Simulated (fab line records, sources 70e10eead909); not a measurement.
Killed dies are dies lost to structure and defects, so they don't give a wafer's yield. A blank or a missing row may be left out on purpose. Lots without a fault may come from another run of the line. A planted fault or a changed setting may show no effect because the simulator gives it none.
fab line records | flow nand_harc
record lots=5 wafers=15 last_day=32
route steps=1302 shown A_M1@1181 END@1302
lots that met no fault: from a run of the same line without faults
start_h: hours from the record's first day to the start of the lot's first wafer shown | wait_h: hours since the lot's step before | " the same as in the row above | L1.1+2: a row that stands for several wafers | - no value, or no start given | * or withheld: withheld | < > ~ a bound
route shown NAME@n: a module of which the file shows steps, and the number in the route of the first | usual: mean/standard deviation of fault-free wafers | same: alike in all rows | chamber/n: place in a boat | sites: the reading at each site | _std_site: their standard deviation | _edge_site: outer sites' mean less inner sites' | radius_mm: how far each site lies from the wafer's centre | mask NAME#n: copy n | behind: the tool/chamber that last shaped the wafer | hold: why the lot was held/for how many hours/how that ended | device: the transistor (n, p or np) that didn't switch | end of line: the same wafers' tests at the end of the route | a step without rows: its recipe alone | killed: dies lost to structure and defects at the first sort, not the wafer's yield | map: a wafer's dies, x killed, . not, _ none there
set.NAME: the setting as run; set.NAME@STEP: as run at that earlier step | model.NAME: the simulator's own value behind a step, which no gauge read
lots at some steps of the route; a table a step, a row a wafer
services: from which hour (start_h, from the record's first day; less than 0 if before it) a tool's chamber was out of use, for how many hours, and why
## steps
# step NHARC_A_M1_INSPECT_11
# usual raw_defect_count=81/30
# columns lot.wafer tool chamber start_h wait_h raw_defect_count
L323.1 defect_inspect-01 - 542.06 0.0 100
L323.5 " - " " 110
L323.6 " - " " 121
L328.3 defect_inspect-01 - 576.59 0.0 19
L328.4 " - " " 17
L328.6 " - " " 21
L339.2 defect_inspect-01 - 707.99 0.0 74
L339.5 " - " " 68
L339.6 " - " " 78
L342.1 defect_inspect-02 - 724.28 0.0 113
L342.3 " - " " 123
L342.4 " - " " 120
L341.2 defect_inspect-02 - 739.48 0.0 54
L341.3 " - " " 58
L341.4 " - " " 54
# step NHARC_A_M1_DESCUM_14
# recipe time_s=3 o2_flow_sccm=200 ar_flow_sccm=0 bias_power_w=0 chemistry=O2
# usual drypump_motor_current_A=5.9/0.49 oes_product_au=1.003/0.008 rf_vpp_V=57.8/0.8 showerhead_plenum_p_Torr=1.92/0.065 throttle_valve_pct=11.310/0.0091
# columns lot.wafer tool chamber start_h wait_h drypump_motor_current_A oes_product_au rf_hours_counter_h rf_vpp_V showerhead_plenum_p_Torr throttle_valve_pct
L323.1 rie_diel-01 2 542.14 0.1 5.8 0.984 4.8 58.2 1.91 11.309
L323.5 " 3 " " 6.5 0.985 - 58.4 2.02 11.308
L323.6 " 0 " " 5.2 1.004 - 57.5 1.89 11.311
L328.3 rie_diel-01 0 576.66 0.1 5.2 1.001 0.2 57.7 1.88 11.322
L328.4 " 1 " " 6.2 0.999 0.2 59.1 1.85 11.290
L328.6 " 3 " " 6.6 0.997 - 58.5 2.02 11.319
L339.2 rie_diel-01 3 708.06 0.1 6.5 0.998 2.6 58.7 2.02 11.307
L339.5 " 2 " " 5.8 0.986 - 58.9 1.91 11.303
L339.6 " 3 " " 6.5 0.995 - 57.7 2.02 11.308
L342.4 rie_diel-02 2 724.34 0.1 5.1 1.012 6.7 58.0 1.87 11.304
L342.1 " 3 " " 5.8 1.011 6.6 59.0 2.02 11.316
L342.3 " 0 " " 6.0 1.015 6.5 59.7 1.93 11.309
L341.4 rie_diel-02 3 739.54 0.1 5.7 1.010 7.6 58.2 2.02 11.311
L341.2 " 0 " " 6.0 1.013 7.4 55.8 1.93 11.322
L341.3 " 1 " " 6.4 0.998 8.7 59.3 1.84 11.314
# step NHARC_A_M1_ETCH_35
# recipe target_depth_a=400 overetch_a=120 time_s=43.94 ion_energy_ev=200 n2_flow_sccm=150 h2_flow_sccm=150 ar_flow_sccm=0 rf_w=400 bias_w=150 chemistry=N2/H2
# step NHARC_A_M1_ETCH_15
# recipe target_depth_a=1825 time_s=91.2 c4f8_flow_sccm=withheld ar_flow_sccm=400 rf_w=600 bias_w=300 chemistry=C4F8/Ar
# usual oes_product_au=0.962/0.019 rf_vpp_V=440.9/2.1
# columns lot.wafer tool chamber start_h wait_h oes_product_au rf_hours_counter_h rf_vpp_V
L323.1 rie_diel-01 2 - - 0.952 4.9 443.4
L323.5 " 0 " " 0.946 - 439.7
L323.6 " 1 " " 0.948 - 439.9
L328.3 rie_diel-01 1 - - 0.972 0.2 437.4
L328.4 " 3 " " 0.965 0.3 443.3
L328.6 " 0 " " 0.966 - 440.8
L339.2 rie_diel-01 2 - - 0.951 2.7 440.9
L339.6 " 0 " " 0.979 - 440.3
L339.5 " 1 " " 0.973 - 439.5
L342.1 rie_diel-02 0 - - 0.932 6.5 441.2
L342.3 " 1 " " 0.919 7.5 439.0
L342.4 " 3 " " 0.934 6.6 444.4
L341.4 rie_diel-02 0 - - 0.973 7.4 440.9
L341.3 " 2 " " 0.980 8.1 440.9
L341.2 " 3 " " 0.967 7.7 444.8
# step NHARC_A_M1_CD_MEAS_16
# usual cd_nm=120.0/0.61
# columns lot.wafer tool chamber start_h wait_h cd_nm
L323.1 cd_sem-02 - 542.42 - 121.3
L323.5 " - " " 121.2
L323.6 " - " " 121.4
L328.3 cd_sem-03 - 576.96 - 120.3
L328.4 " - " " 119.3
L328.6 " - " " 119.8
L339.2 cd_sem-02 - 708.36 - 119.9
L339.5 " - " " 119.8
L339.6 " - " " 119.6
L342.1 cd_sem-01 - 724.65 - 119.7
L342.3 " - " " 119.7
L342.4 " - " " 119.1
L341.2 cd_sem-03 - 739.85 - 120.9
L341.3 " - " " 119.9
L341.4 " - " " 119.9
# step NHARC_A_M1_STRIP_18
# recipe power_w=1000 n2_flow_sccm=150 h2_flow_sccm=150 ar_flow_sccm=0 bias_w=0 chemistry=N2/H2
# step NHARC_A_M1_ETCH_28
# recipe target_depth_a=300 over_etch_frac=0.3 time_s=72.99 ion_energy_ev=150 cf4_flow_sccm=50 n2_flow_sccm=100 ar_flow_sccm=150 rf_w=300 bias_w=100 chemistry=CF4/N2
# usual cf4_flow_sccm=50.01/0.14 drypump_motor_current_A=5.9/0.49 n2_flow_sccm=100.0/0.31 oes_product_au=1.001/0.0078 rf_vpp_V=314.7/1.7 showerhead_plenum_p_Torr=2.66/0.089 throttle_valve_pct=19.795/0.0094
# columns lot.wafer tool chamber start_h wait_h cf4_flow_sccm drypump_motor_current_A n2_flow_sccm oes_product_au rf_hours_counter_h rf_vpp_V showerhead_plenum_p_Torr throttle_valve_pct
L323.1 rie_diel-01 0 - - 49.91 5.2 100.5 0.995 4 313.4 2.59 19.775
L323.6 " 2 " " 50.00 5.8 99.9 0.993 - 314.3 2.63 19.808
L323.5 " 3 " " 50.13 6.5 100.1 1.003 - 316.7 2.77 19.803
L328.3 rie_diel-05 3 - - 50.13 6.0 100.0 1.002 11 314.9 2.73 19.817
L328.4 " 0 " " 49.89 6.4 100.6 0.990 - 315.0 2.68 19.808
L328.6 " 2 " " 50.09 5.1 99.7 0.993 - 317.3 2.80 19.790
L339.2 rie_diel-02 2 - - 50.18 5.1 99.7 0.991 6 313.0 2.57 19.793
L339.5 " 2 " " 50.08 5.1 99.5 0.995 - 314.1 2.57 19.789
L339.6 " 3 " " 49.83 5.7 99.6 1.007 - 316.2 2.76 19.810
L342.3 rie_diel-05 3 - - 50.11 6.0 99.9 1.004 8 315.0 2.73 19.785
L342.1 " 0 " " 49.95 6.4 100.1 1.015 8 314.9 2.67 19.790
L342.4 " 2 " " 50.05 5.1 100.2 0.999 8 316.2 2.80 19.789
L341.2 rie_diel-05 1 - - 50.05 5.7 100.2 1.007 5 315.2 2.75 19.801
L341.4 " 2 " " 49.81 5.1 100.0 0.995 8 316.2 2.80 19.796
L341.3 " 3 " " 49.97 6.0 100.1 1.003 8 314.9 2.73 19.789
# step NHARC_A_M1_STRIP_19
# recipe time_s=600 temp_c=30 chemistry=post_etch_residue_remover
# step NHARC_A_M1_DEGAS_29
# recipe temp_c=250 time_s=60
# usual heater_power_w=327/15
# columns lot.wafer tool chamber start_h wait_h heater_power_w
L323.1 pvd_sputter-01 - 543.14 - 337
L323.6 " - " " 329
L323.5 " - " " 306
L328.4 pvd_sputter-03 - 577.74 - 335
L328.3 " - " " 337
L328.6 " - " " 329
L339.2 pvd_sputter-03 - 709.08 - 318
L339.5 " - " " 337
L339.6 " - " " 320
L342.1 pvd_sputter-01 - 725.36 - 302
L342.3 " - " " 324
L342.4 " - " " 317
L341.2 pvd_sputter-02 - 740.57 - 353
L341.3 " - " " 334
L341.4 " - " " 323
# step NHARC_A_M1_PRE_CLEAN_30
# recipe time_s=30 temp_c=280 gas=H2/He
# step NHARC_A_M1_PVD_20
# recipe target_thk_a=50 bias_v=168.6 power_w=15000 chamber_pressure_pa=0.12 time_s=8.06 substrate_temp_c=50 material=TaN
# step NHARC_A_M1_PVD_21
# recipe target_thk_a=300 chamber_pressure_pa=5 power_w=5000 substrate_temp_c=30 time_s=20.49 material=Cu
# step NHARC_A_M1_ECD_22
# recipe target_thk_a=4000 bath_temp_c=25 material=Cu
# columns lot.wafer tool chamber start_h wait_h
L323.1+5+6 ecd_cu-01 0,0,1 543.50 -
L328.3+4+6 ecd_cu-01 0,1,0 578.19 -
L339.2+5+6 ecd_cu-01 0,1,0 709.49 -
L342.1+4+3 ecd_cu-02 0,0,1 725.72 -
L341.2+4+3 ecd_cu-02 0,0,1 740.93 -
# step NHARC_A_M1_ANNEAL_31
# recipe temp_c=225 time_s=90
# usual wafer_temp_C_max=226.03/0.23
# columns lot.wafer tool chamber start_h wait_h wafer_temp_C_max
L323.1 rtp_anneal-01 0 543.87 0.3 225.82
L323.5 " 0 " " 225.86
L323.6 " 0 " " 225.97
L328.3 rtp_anneal-02 0 578.58 - 226.48
L328.4 " 0 " " 225.95
L328.6 " 0 " " 225.75
L339.2 rtp_anneal-02 0 709.87 - 226.19
L339.5 " 0 " " 226.18
L339.6 " 0 " " 225.93
L342.1 rtp_anneal-02 0 726.10 0.3 226.17
L342.3 " 0 " " 226.01
L342.4 " 0 " " 225.94
L341.2 rtp_anneal-01 0 741.35 - 225.64
L341.3 " 0 " " 225.70
L341.4 " 0 " " 226.14
# step NHARC_A_M1_CMP_23
# recipe t_overpolish_s=20 target_thk_nm=154.34
# usual edge_zone_pressure_frac=1.000/0.005 motor_current_A=11.3/0.94 time_to_endpoint_s=29.1/2.5
# columns lot.wafer tool chamber start_h wait_h edge_zone_pressure_frac motor_current_A time_to_endpoint_s
L323.1 cmp-03 0 544.22 - 1.003 10.5 27.2
L323.5 " 0 " " 1.007 9.9 30.2
L323.6 " 1 " " 1.000 12.5 31.7
L328.3 cmp-03 2 578.85 - 0.999 11.6 30.4
L328.4 " 3 " " 1.008 11.9 28.9
L328.6 " 2 " " 1.000 11.0 30.1
L339.2 cmp-04 0 710.16 - 0.992 11.2 26.9
L339.6 " 0 " " 0.997 10.9 13.2
L339.5 " 1 " " 1.002 11.5 28.5
L342.1 cmp-01 1 726.45 - 1.006 13.6 30.4
L342.3 " 2 " " 1.000 11.8 29.9
L342.4 " 0 " " 1.003 11.5 28.8
L341.3 cmp-03 3 741.64 - 0.999 11.0 27.9
L341.4 " 0 " " 1.002 10.6 24.5
L341.2 " 2 " " 1.001 10.3 29.2
# step NHARC_A_M1_THK_MEAS_24
# recipe thk_meas_gauge=xrf
# usual thk_nm=154.6/1.4
# columns lot.wafer tool chamber start_h wait_h thk_nm
L323.1 film_metro-01 - 544.53 - 153.6
L323.5 " - " " 153.5
L323.6 " - " " 154.4
L328.3 film_metro-02 - 579.14 - 154.2
L328.4 " - " " 155.1
L328.6 " - " " 153.4
L339.2 film_metro-01 - 710.48 - 156.7
L339.5 " - " " 156.5
L339.6 " - " " 156.0
L342.1 film_metro-02 - 726.76 - 154.0
L342.3 " - " " 155.0
L342.4 " - " " 154.9
L341.2 film_metro-01 - 741.96 - 155.3
L341.3 " - " " 152.8
L341.4 " - " " 150.3
# step NHARC_END_SORT_01
# recipe temp_c=25
# usual defect_limited_yield=91.5/2.4 killed_at_array=52/16 killed_at_other=0.8/1.1 killed_at_periphery=4.2/2.5 killed_dies=57/16 killed_open=3.4/2 killed_short=2.6/1.6 sort_bin_2_pct=3.0/1.1 sort_bin_3_pct=0.6/0.31 sort_bin_4_pct=4.8/1.4 sort_n_pass=620/16 sort_rim_yield_pct=90/4.8 sort_yield_pct=91.5/2.4
# same gross_dies=677 sort_bin_5_pct[%]=0 sort_bin_6_pct[%]=0 sort_bin_7_pct[%]=0 sort_bin_8_pct[%]=0 sort_rim_n_gross=106.00
# columns lot.wafer tool chamber start_h wait_h defect_limited_yield[%] killed_at_array killed_at_other killed_at_periphery killed_dies killed_open killed_short sort_bin_2_pct[%] sort_bin_3_pct[%] sort_bin_4_pct[%] sort_n_pass sort_rim_yield_pct[%] sort_yield_pct[%]
L342.1 prober-01 0 769.28 2.5 91.6 55 1 1 57 3 1 3.1 0.4 4.9 620 93 91.6
L342.3 prober-01 0 770.88 3.1 89.2 68 1 4 73 4 2 4.0 1.0 5.8 604 82 89.2
L342.4 prober-01 0 771.68 3.4 88.2 70 4 6 80 4 3 4.3 0.9 6.6 597 84 88.2
# killed by level:class
L342.1 A_SLIT:chamber_film_flake=21 A_CHANNEL_HOLE_D2:chamber_film_flake=16 A_CHANNEL_HOLE_D1:chamber_film_flake=5 A_CONTACT:chamber_film_flake=5 A_CHANNEL_FILL_D1:chamber_film_flake=2 A_CHANNEL_HOLE_D2:geometric_particle:open=1 P_ZERO_WELL:chamber_film_flake=1 A_SGD_CUT:geometric_particle:short=1
L342.3 A_SLIT:chamber_film_flake=24 A_CHANNEL_HOLE_D2:chamber_film_flake=20 A_CHANNEL_HOLE_D1:chamber_film_flake=11 A_CONTACT:chamber_film_flake=5 A_STAIRCASE:chamber_film_flake=3 A_M0:geometric_particle:open=2 P_GATE:chamber_film_flake=2 P_CONTACT:geometric_particle:open=1
L342.4 A_SLIT:chamber_film_flake=30 A_CHANNEL_HOLE_D2:chamber_film_flake=18 A_CHANNEL_HOLE_D1:chamber_film_flake=9 A_STAIRCASE:chamber_film_flake=3 A_CONTACT:chamber_film_flake=3 THIN_TSV:chamber_film_flake=3 P_CONTACT:geometric_particle:open=2 P_STI:chamber_film_flake=2
## services
# columns tool chamber start_h hours kind
rie_diel-02 1 519.51 15.1 repair
rie_diel-02 0 521.29 2.6 repair
rie_diel-01 1 545.58 6.4 repair
cmp-03 - 554.08 4.0 pm
rie_diel-05 1 555.20 80.3 repair
rie_diel-01 - 557.84 9.0 pm
rie_diel-02 3 559.94 10.0 repair
pvd_sputter-03 - 562.35 10.0 pm
rie_diel-02 - 570.84 9.0 pm
rie_diel-01 3 578.60 5.5 repair
rie_diel-05 - 583.63 9.0 pm
pvd_sputter-01 - 589.66 10.0 pm
rie_diel-02 0 614.67 1.5 repair
rie_diel-02 - 627.87 0.6 repair
cmp-03 - 652.08 4.0 pm
cmp-03 - 658.86 0.5 repair
ecd_cu-01 - 688.00 8.0 pm
rie_diel-01 1 698.39 4.2 repair
cmp-03 - 700.65 2.5 repair
cmp-03 - 709.19 0.3 repair
ecd_cu-01 - 712.27 1.1 repair
rie_diel-01 - 713.37 0.9 repair
rie_diel-05 0 719.18 3.5 repair
rie_diel-01 - 734.90 9.0 pm
## key
first_sign step=NHARC_A_M1_CMP_23 reading=time_to_endpoint_s direction=down sigmas=6.3 usual=* struck=*
effect none on later readings
met_at NHARC_A_M1_ECD_22
struck_wafers L339.6
onset_between 578.19 709.49
fault kind=process_parameter_drift tool=ecd_cu-01 chamber=- onset_h=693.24 steps=NHARC_A_M1_ECD_22 channel=target_thk_a offset=* shape=step end_h=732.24 scope=struck_wafers_only acts_in=* stated=*
